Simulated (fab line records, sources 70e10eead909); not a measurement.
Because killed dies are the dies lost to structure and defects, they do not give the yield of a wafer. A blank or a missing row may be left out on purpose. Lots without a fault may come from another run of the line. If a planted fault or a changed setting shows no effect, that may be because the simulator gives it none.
Chamber matching || flow nand-harc || NHARC_A_STAIRCASE_STRIP_476 on rie-diel-08 has 4 sister chambers
The step strips in O2, time 20 s. 14 wafers are shown with their chamber, then 7 later ones without.

== WAFERS WITH THEIR CHAMBER ==
{"wafer": "L075.1", "chamber": 0, "drypump-motor-current-A (A)": 5.7, "showerhead-plenum-p-Torr (Torr)": 3.27, "throttle-valve-pct (%)": 17.034}
{"wafer": "L075.3", "chamber": 1, "drypump-motor-current-A (A)": 5.4, "showerhead-plenum-p-Torr (Torr)": 3.63, "throttle-valve-pct (%)": 17.041}
{"wafer": "L075.6", "chamber": 2, "drypump-motor-current-A (A)": 4.9, "showerhead-plenum-p-Torr (Torr)": 3.71, "throttle-valve-pct (%)": 17.026}
{"wafer": "L080.1", "chamber": 1, "drypump-motor-current-A (A)": 5.4, "showerhead-plenum-p-Torr (Torr)": 3.62, "throttle-valve-pct (%)": 17.039}
{"wafer": "L080.4", "chamber": 0, "drypump-motor-current-A (A)": 5.7, "showerhead-plenum-p-Torr (Torr)": 3.81, "throttle-valve-pct (%)": 17.035}
{"wafer": "L080.5", "chamber": 0, "drypump-motor-current-A (A)": 5.7, "showerhead-plenum-p-Torr (Torr)": 3.81, "throttle-valve-pct (%)": 17.041}
{"wafer": "L089.2", "chamber": 2, "drypump-motor-current-A (A)": 4.9, "showerhead-plenum-p-Torr (Torr)": 3.69, "throttle-valve-pct (%)": 17.029}
{"wafer": "L089.3", "chamber": 1, "drypump-motor-current-A (A)": 5.4, "showerhead-plenum-p-Torr (Torr)": 3.61, "throttle-valve-pct (%)": 17.039}
{"wafer": "L089.4", "chamber": 2, "drypump-motor-current-A (A)": 4.8, "showerhead-plenum-p-Torr (Torr)": 3.69, "throttle-valve-pct (%)": 17.037}
{"wafer": "L086.1", "chamber": 0, "drypump-motor-current-A (A)": 5.7, "showerhead-plenum-p-Torr (Torr)": 3.79, "throttle-valve-pct (%)": 17.044}
{"wafer": "L086.2", "chamber": 3, "drypump-motor-current-A (A)": 5.1, "showerhead-plenum-p-Torr (Torr)": 3.39, "throttle-valve-pct (%)": 17.028}
{"wafer": "L086.6", "chamber": 1, "drypump-motor-current-A (A)": 5.4, "showerhead-plenum-p-Torr (Torr)": 3.61, "throttle-valve-pct (%)": 17.021}
{"wafer": "L093.3", "chamber": 3, "drypump-motor-current-A (A)": 5.1, "showerhead-plenum-p-Torr (Torr)": 3.39, "throttle-valve-pct (%)": 17.026}
{"wafer": "L093.4", "chamber": 0, "drypump-motor-current-A (A)": 5.8, "showerhead-plenum-p-Torr (Torr)": 3.79, "throttle-valve-pct (%)": 17.043}

SIGNATURES (averages over the wafers above)
{"reading": "drypump-motor-current-A", "chamber 0": 5.720, "chamber 1": 5.400, "chamber 2": 4.867, "chamber 3": 5.100, "scatter within a chamber": 0.0383}
{"reading": "showerhead-plenum-p-Torr", "chamber 0": 3.6940, "chamber 1": 3.6175, "chamber 2": 3.6967, "chamber 3": 3.3900, "scatter within a chamber": 0.15}
{"reading": "throttle-valve-pct", "chamber 0": 17.03940, "chamber 1": 17.03500, "chamber 2": 17.03067, "chamber 3": 17.02700, "scatter within a chamber": 0.00645}
Rule: for each reading, subtract the chamber's mean from the wafer's reading, divide by that reading's scatter and square the result; add these up over the readings and take the root, which gives the wafer's distance from the chamber. The wafer belongs to the nearest chamber; if the next one is less than 2 further off, it can't be placed. How the scatter is found: for the shown wafers, subtract from each reading the mean of its chamber, square and add these, divide the total by (wafers less chambers), then take the root.

== WAFERS WHOSE CHAMBER IS MISSING ==
{"wafer": "L093.6", "drypump-motor-current-A (A)": 4.8, "showerhead-plenum-p-Torr (Torr)": 3.68, "throttle-valve-pct (%)": 17.053}
{"wafer": "L096.1", "drypump-motor-current-A (A)": 4.9, "showerhead-plenum-p-Torr (Torr)": 3.68, "throttle-valve-pct (%)": 17.033}
{"wafer": "L096.2", "drypump-motor-current-A (A)": 5.1, "showerhead-plenum-p-Torr (Torr)": 3.39, "throttle-valve-pct (%)": 17.043}
{"wafer": "L096.4", "drypump-motor-current-A (A)": 5.7, "showerhead-plenum-p-Torr (Torr)": 3.79, "throttle-valve-pct (%)": 17.023}
{"wafer": "L097.2", "drypump-motor-current-A (A)": 5.1, "showerhead-plenum-p-Torr (Torr)": 3.38, "throttle-valve-pct (%)": 17.031}
{"wafer": "L097.3", "drypump-motor-current-A (A)": 4.9, "showerhead-plenum-p-Torr (Torr)": 3.68, "throttle-valve-pct (%)": 17.043}
{"wafer": "L097.5", "drypump-motor-current-A (A)": 5.1, "showerhead-plenum-p-Torr (Torr)": 3.38, "throttle-valve-pct (%)": 17.042}

== WHICH CHAMBER EACH ONE RAN IN ==
{"wafer": "L093.6", "from the rows above": 2, "in truth": 2}
{"wafer": "L096.1", "from the rows above": 2, "in truth": 2}
{"wafer": "L096.2", "from the rows above": 3, "in truth": 3}
{"wafer": "L096.4", "from the rows above": 0, "in truth": 0}
{"wafer": "L097.2", "from the rows above": 3, "in truth": 3}
{"wafer": "L097.3", "from the rows above": 2, "in truth": 2}
{"wafer": "L097.5", "from the rows above": 3, "in truth": 3}
Correct placement for 7 of the 7. Not placeable from these rows: 0. Placed wrongly: 0.
